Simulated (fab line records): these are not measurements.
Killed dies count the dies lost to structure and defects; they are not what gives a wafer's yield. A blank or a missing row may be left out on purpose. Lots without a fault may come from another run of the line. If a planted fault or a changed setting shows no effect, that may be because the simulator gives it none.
Which of the tools did it?	flow n5 finfet	Sampling: 15 lots, 45 wafers, 4 of 1938 route steps

WHAT EACH GAUGE READ, for each wafer
N5_BEOL_M8_CD_MEAS_11: target cd 38.5 nm. Usual: cd nm 38.4 nm, standard deviation 0.4.
lot	measured	on	cd nm (nm)	flag
L968	day 9 05:13	cd sem-02	38.9 38.4 38.5	
L969	day 10 01:44	cd sem-01	38.2 38.8 39.0	
L972	day 10 06:04	cd sem-03	37.7 38.3 38.3	
L974	day 10 19:44	cd sem-02	38.2 38.6 38.1	
L975	day 11 05:48	cd sem-03	38.3 38.3 37.8	
L976	day 11 06:53	cd sem-01	38.4 38.4 38.5	
L978	day 12 15:26	cd sem-03	- - -	OFF
L982	day 12 19:22	cd sem-01	- - -	OFF
L981	day 13 00:53	cd sem-01	- - -	OFF
L984	day 13 09:28	cd sem-01	38.1 37.8 38.1	
L985	day 13 09:44	cd sem-01	38.9 38.8 38.9	
L986	day 14 05:56	cd sem-02	38.1 37.3 37.9	
L988	day 14 19:02	cd sem-01	38.5 38.4 38.6	
L990	day 15 04:07	cd sem-01	38.4 38.2 38.2	
L991	day 15 11:32	cd sem-03	38.1 39.0 38.3	

EACH LOT AND THE TOOL THAT RAN IT (in order: tool; ch and the chambers of the sampled wafers; start)
lot	N5_BEOL_M7_SPUTTER_48	N5_BEOL_M7_DEP_56	N5_BEOL_M8_EXPOSE_08
L968	pvd sputter-03, day 9 01:35	pecvd-01 ch 0,1,2, day 9 02:27	arfi scanner-03 ch 0, day 9 05:05
L969	pvd sputter-02, day 9 21:58	pecvd-04 ch 0,1, day 9 22:52	arfi scanner-03 ch 0, day 10 01:36
L972	pvd sputter-03, day 10 02:57	pecvd-02 ch 0,1, day 10 04:05	arfi scanner-02 ch 0, day 10 05:56
L974	pvd sputter-01, day 10 15:41	pecvd-02 ch 0,1, day 10 17:07	arfi scanner-03 ch 0, day 10 19:37
L975	pvd sputter-02, day 11 01:55	pecvd-01 ch 0,2, day 11 02:58	arfi scanner-01 ch 0, day 11 05:41
L976	pvd sputter-01, day 11 04:34	pecvd-02 ch 1,2, day 11 05:25	arfi scanner-01 ch 0, day 11 06:45
L978	pvd sputter-02, day 12 12:23	pecvd-04 ch 0,1, day 12 13:43	arfi scanner-01, day 12 15:19
L982	pvd sputter-03, day 12 16:05	pecvd-02 ch 1,2, day 12 17:10	arfi scanner-03, day 12 19:15
L981	pvd sputter-02, day 12 22:10	pecvd-01 ch 0,1,2, day 12 23:02	arfi scanner-02, day 13 00:46
L984	pvd sputter-02, day 13 06:24	pecvd-01 ch 2, day 13 07:55	arfi scanner-01 ch 0, day 13 09:20
L985	pvd sputter-02, day 13 06:32	pecvd-04 ch 0,1,2, day 13 08:16	arfi scanner-03 ch 0, day 13 09:37
L986	pvd sputter-03, day 14 00:06	pecvd-02 ch 0,1, day 14 01:55	arfi scanner-01 ch 0, day 14 05:49
L988	pvd sputter-01, day 14 15:35	pecvd-04 ch 0,1,2, day 14 16:35	arfi scanner-01 ch 0, day 14 18:54
L990	pvd sputter-02, day 15 00:51	pecvd-01 ch 0,2, day 15 01:43	arfi scanner-01 ch 0, day 15 03:59
L991	pvd sputter-03, day 15 08:16	pecvd-02 ch 0,1, day 15 09:52	arfi scanner-03 ch 0, day 15 11:25
- N5_BEOL_M7_SPUTTER_48: material Cu, target thk 10 nm, time 1.667 s.
- N5_BEOL_M7_DEP_56: deposits SiCN from 3MS/NH3, target thk 10 nm, time 17.5 s.
- N5_BEOL_M8_EXPOSE_08: exposes mask M8.

AS READ BY THE TOOLS THEMSELVES (means over the sampled wafers that have a number; for cases with no such wafer, the mark the record gives instead)
N5_BEOL_M7_SPUTTER_48. Usual: chuck sensor temp C -15.8 C, standard deviation 0.38; throttle valve pct 30.2 %, standard deviation 0.86.
lot	tool	chuck sensor temp C (C)	throttle valve pct (%)	flag
L968	pvd sputter-03	-15.9	30.0	
L969	pvd sputter-02	-15.6	29.9	
L972	pvd sputter-03	-16.0	30.2	
L974	pvd sputter-01	-16.2	30.6	
L975	pvd sputter-02	-15.5	30.6	
L976	pvd sputter-01	-15.9	30.6	
L978	pvd sputter-02	-15.5	30.8	
L982	pvd sputter-03	-16.1	29.3	
L981	pvd sputter-02	-15.8	30.3	
L984	pvd sputter-02	-15.9	29.9	
L985	pvd sputter-02	-15.7	30.5	
L986	pvd sputter-03	-16.0	30.1	
L988	pvd sputter-01	-16.1	31.4	
L990	pvd sputter-02	-15.3	30.2	
L991	pvd sputter-03	-15.9	30.4	

N5_BEOL_M7_DEP_56. Usual: showerhead plenum p Torr 3.667 Torr, standard deviation 0.013; throttle valve pct 8.9 %, standard deviation 0.58.
lot	tool	showerhead plenum p Torr (Torr)	throttle valve pct (%)	flag
L968	pecvd-01	3.667	9.0	
L969	pecvd-04	3.672	8.4	
L972	pecvd-02	3.648	9.8	
L974	pecvd-02	3.650	9.7	
L975	pecvd-01	3.669	9.1	
L976	pecvd-02	3.668	8.7	
L978	pecvd-04	3.682	8.7	
L982	pecvd-02	3.665	9.2	
L981	pecvd-01	3.671	9.0	
L984	pecvd-01	3.667	8.8	
L985	pecvd-04	3.673	8.7	
L986	pecvd-02	3.650	9.9	
L988	pecvd-04	3.675	8.6	
L990	pecvd-01	3.671	9.2	
L991	pecvd-02	3.653	9.8	

N5_BEOL_M8_EXPOSE_08. Usual: exposure dose mJ cm2 68.19, standard deviation 0.066; focus offset nm -0.1 nm, standard deviation 0.5; reticle temp C 23.00 C, standard deviation 0.11; stage vel mm s 500.05 mm/s, standard deviation 0.25.
lot	tool	exposure dose mJ cm2	focus offset nm (nm)	reticle temp C (C)	stage vel mm s (mm/s)	flag
L968	arfi scanner-03	68.20	0.1	23.08	500.20	
L969	arfi scanner-03	68.20	0.2	23.01	500.48	
L972	arfi scanner-02	68.13	0.1	23.01	499.91	
L974	arfi scanner-03	68.19	-0.3	22.95	500.20	
L975	arfi scanner-01	68.25	-0.4	23.03	499.72	
L976	arfi scanner-01	68.25	-0.1	22.99	499.99	
L978	arfi scanner-01	-	-	-	-	OFF
L982	arfi scanner-03	-	-	-	-	OFF
L981	arfi scanner-02	-	-	-	-	OFF
L984	arfi scanner-01	68.17	-0.8	23.04	500.06	
L985	arfi scanner-03	68.12	-0.2	22.85	500.32	
L986	arfi scanner-01	68.16	0.2	22.94	500.17	
L988	arfi scanner-01	68.26	-0.2	22.93	499.93	
L990	arfi scanner-01	68.15	-0.1	22.94	499.94	
L991	arfi scanner-03	68.14	0.1	22.95	499.95	

THE ANSWER, worked out from the rows above alone
Rule: take the mean of a lot's wafers that have a number; if it is more than 3 standard deviations from the usual mean, the lot is off. A lot without any number at a reading at which 4 lots or more have one is off too. All remaining lots with rows at the step are treated as sound. First the gauges in route order, then the tools' own readings, where a lot's mean is used as printed above. At the first step where some lot is off, the reading lying furthest off is the one used; lots without a number count as furthest.
Off at N5_BEOL_M8_CD_MEAS_11 (cd nm): L978, L982, L981. Without a number there: L978, L982, L981.
If a tool, at a process step before that reading, ran all the lots that are off and no sound lot after the first of them, it fits. Not tried: the gauges at N5_BEOL_M8_CD_MEAS_11; whatever is off there is also off at N5_BEOL_M8_EXPOSE_08, on other tools, and gauge error can't account for it. None of those tried fits.

WHAT THE SIMULATOR PUT IN
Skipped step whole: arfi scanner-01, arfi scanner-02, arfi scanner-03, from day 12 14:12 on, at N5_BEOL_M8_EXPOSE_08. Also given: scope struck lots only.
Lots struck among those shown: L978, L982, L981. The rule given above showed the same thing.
